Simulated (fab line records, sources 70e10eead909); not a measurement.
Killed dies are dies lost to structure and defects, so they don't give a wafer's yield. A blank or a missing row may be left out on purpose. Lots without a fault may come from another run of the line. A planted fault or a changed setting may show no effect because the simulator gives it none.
A struck lot beside a sound one | flow nand_harc | 11 steps out of a route of 1159
Sound: wafers L322.1, L322.2, L322.6. Struck: wafers L317.4, L317.5, L317.6. The cause comes at the end.
At each step with rows: each side's tool, then ch and its chambers, then its first start. Under that, the readings that differ: sound wafers | struck wafers | difference of the means | sigmas: that difference in standard deviations of wafers without a fault.
alike: readings whose means differ by less than 2 such deviations, and words and numbers that are the same on both sides. not compared: withheld readings, readings that some wafer has no value for, bounds like >300 that may hide the same value, and numbers for which the record gives no deviation and whose values overlap.
The two part at a step that has a row with sigmas, a row that says differs or no value, or rows on one side only. Numbers that don't overlap but have no deviation are shown without sigmas and don't part them. A reading that every wafer of one side lacks parts them only if that side has two wafers or more.

first, 1 step without rows for these wafers: NHARC_A_WL_FILL_SRD_14.
NHARC_A_WL_FILL_ALD_19: deposits TiN, target thk 2 nm, pulse time 3 s, ald cycles 100.
  sound on ald_metal-04 ch 0,2,3, day 19 16:10; struck on ald_metal-02 ch 1,2,3, day 17 19:40
  alike: heater_power_w, precursor_pulse_height_rel
NHARC_A_WL_FILL_CVD_20: deposits W, target thk 75 nm, time 5064 s.
  sound on cvd_w-01 ch 0,1; struck on cvd_w-01 ch 0,1
  alike: heater_power_w, mfc_ar_sccm, throttle_valve_pct
NHARC_A_WL_FILL_CMP_12: polishes, t overpolish 30 s, target thk 75 nm.
  sound on cmp-04 ch 0,2,3, day 20 00:03; struck on cmp-03 ch 0,3, day 18 03:14
  reading              | sound                | struck               | difference | sigmas
  overpolish_run_s (s) | 30.002 30.004 30.015 | 29.980 29.974 30.008 | -0.020     | -2
  alike: motor_current_A, retaining_ring_pressure_frac, time_to_endpoint_s
then, 1 step without rows for these wafers: NHARC_A_WL_FILL_SRD_31.
NHARC_A_WL_FILL_INSPECT_15:
  sound on defect_inspect-02, day 20 00:30; struck on defect_inspect-02, day 18 03:43
  alike: raw_defect_count
NHARC_A_CONTACT_DEP_24: deposits SiO2, target thk 500 nm.
  sound on pecvd-04 ch 0,1, day 20 00:36; struck on pecvd-04 ch 0,1,2, day 18 03:58
  alike: chamber_pressure_Torr, flow_sccm, heater_power_w, throttle_valve_pct
NHARC_A_CONTACT_DEP_28: deposits aC, target thk 3600 nm.
  sound on acl_dep-03 ch 0, day 20 03:43; struck on acl_dep-02 ch 0, day 18 05:28
  reading              | sound                | struck | difference                    | sigmas
  susceptor_temp_C (C) | 399.74 399.89 400.09 | - - -  | no value on the struck wafers |
  alike: throttle_valve_pct
NHARC_A_CONTACT_DEP_29: deposits SiON, target thk 70 nm.
  sound on pecvd-04 ch 0,2, day 20 05:59; struck on pecvd-04 ch 0,1,2, day 18 06:39
  no value came back on the struck wafers for chamber_pressure_Torr (Torr), heater_power_outer_w (W), heater_power_w (W); on the sound wafers chamber_pressure_Torr (Torr) reads 3.510 3.490 3.502
then, 1 step without rows for these wafers: NHARC_A_CONTACT_DEHYDRATE_32 (time 120 s).
-- the record jumps here: 3 days lie between the struck wafers' starts before and after (it left off in module A_CONTACT and takes up again in module END, whose first step shown is number 1159 of the route) --
NHARC_END_SORT_01:
  sound on prober-02 ch 0, day 24 20:24; struck on prober-02 ch 0, day 21 16:24
  reading         | sound    | struck                                                               | difference                   | sigmas
  hold            | - - -    | await_dispo/6.8h/scrap await_dispo/6.8h/scrap await_dispo/6.8h/scrap | no value on the sound wafers |
  killed_at_array | 36 28 37 | 676 674 672                                                          | +640                         | +70
  killed_dies     | 43 31 40 | 677 677 677                                                          | +639                         | +71
  alike: killed_at_other, killed_at_periphery, killed_open, killed_short

WHERE THEY PART
First at NHARC_A_WL_FILL_CMP_12; last, within this record, at NHARC_END_SORT_01.

WHY: what the simulator had put in
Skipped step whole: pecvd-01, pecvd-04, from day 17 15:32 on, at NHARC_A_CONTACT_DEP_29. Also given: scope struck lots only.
